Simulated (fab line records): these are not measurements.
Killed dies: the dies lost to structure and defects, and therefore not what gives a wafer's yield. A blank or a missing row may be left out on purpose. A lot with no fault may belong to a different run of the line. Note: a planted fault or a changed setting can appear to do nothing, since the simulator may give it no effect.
Chamber matching | flow n5-finfet | N5_BEOL_M7_CURE_74 on uv-cure-01 has 3 sister chambers
The step cures SiCOH lowk, time 240 s. 18 wafers are shown with their chamber, then 9 later ones without.

== WAFERS PAIRED WITH THEIR CHAMBERS ==
wafer  | chamber | lamp-power-pct (%) | wafer_temp_C_max
L077.2 | 1       | 52.29              | 386.9
L077.4 | 1       | 52.29              | 386.6
L077.6 | 1       | 52.31              | 387.0
L080.2 | 2       | 52.22              | 386.9
L080.3 | 2       | 52.24              | 387.5
L080.6 | 2       | 52.30              | 387.1
L083.1 | 0       | 52.30              | 388.0
L083.3 | 0       | 52.38              | 387.0
L083.4 | 0       | 52.36              | 388.7
L084.1 | 0       | 52.33              | 387.3
L084.2 | 0       | 52.34              | 386.7
L084.4 | 0       | 52.39              | 387.4
L087.1 | 2       | 52.31              | 387.2
L087.5 | 2       | 52.28              | 387.3
L087.6 | 2       | 52.32              | 387.3
L088.4 | 2       | 52.33              | 386.9
L088.5 | 2       | 52.31              | 386.6
L088.6 | 2       | 52.25              | 386.8

SIGNATURES (means of the wafers above)
reading          | chamber 0 | chamber 1 | chamber 2 | scatter within a chamber
lamp-power-pct   | 52.3500   | 52.2967   | 52.2844   | 0.0347
wafer_temp_C_max | 387.517   | 386.833   | 387.067   | 0.474
Rule: for each reading, subtract the chamber's mean from the wafer's reading, divide by that reading's scatter and square the result; add these up over the readings and take the root, which gives the wafer's distance from the chamber. The wafer belongs to the nearest chamber; if the next one is less than 2 further off, it can't be placed. The scatter is the square root of a quotient: the sum, over the shown wafers, of each reading's squared deviation from its chamber's mean, divided by wafers minus chambers.

== WAFERS WHOSE CHAMBER IS MISSING ==
wafer  | lamp-power-pct (%) | wafer_temp_C_max
L090.2 | 52.37              | 386.8
L090.3 | 52.31              | 386.9
L090.5 | 52.33              | 386.8
L094.2 | 52.34              | 386.5
L094.3 | 52.33              | 387.2
L094.5 | 52.36              | 386.9
L096.1 | 52.31              | 386.8
L096.4 | 52.30              | 386.9
L096.6 | 52.41              | 387.3

== CHAMBER TAKEN BY EACH ==
wafer  | from the rows above          | in truth
L090.2 | can't be placed: 0 or 1 or 2 | 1
L090.3 | can't be placed: 1 or 2 or 0 | 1
L090.5 | can't be placed: 1 or 2 or 0 | 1
L094.2 | can't be placed: 1 or 2 or 0 | 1
L094.3 | can't be placed: 0 or 1 or 2 | 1
L094.5 | can't be placed: 0 or 1 or 2 | 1
L096.1 | can't be placed: 1 or 2 or 0 | 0
L096.4 | can't be placed: 1 or 2 or 0 | 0
L096.6 | can't be placed: 0 or 1 or 2 | 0
0 of 9 placed correctly. These rows do not allow placing 9 (true chamber among the candidates in 9). Placed wrongly: 0.
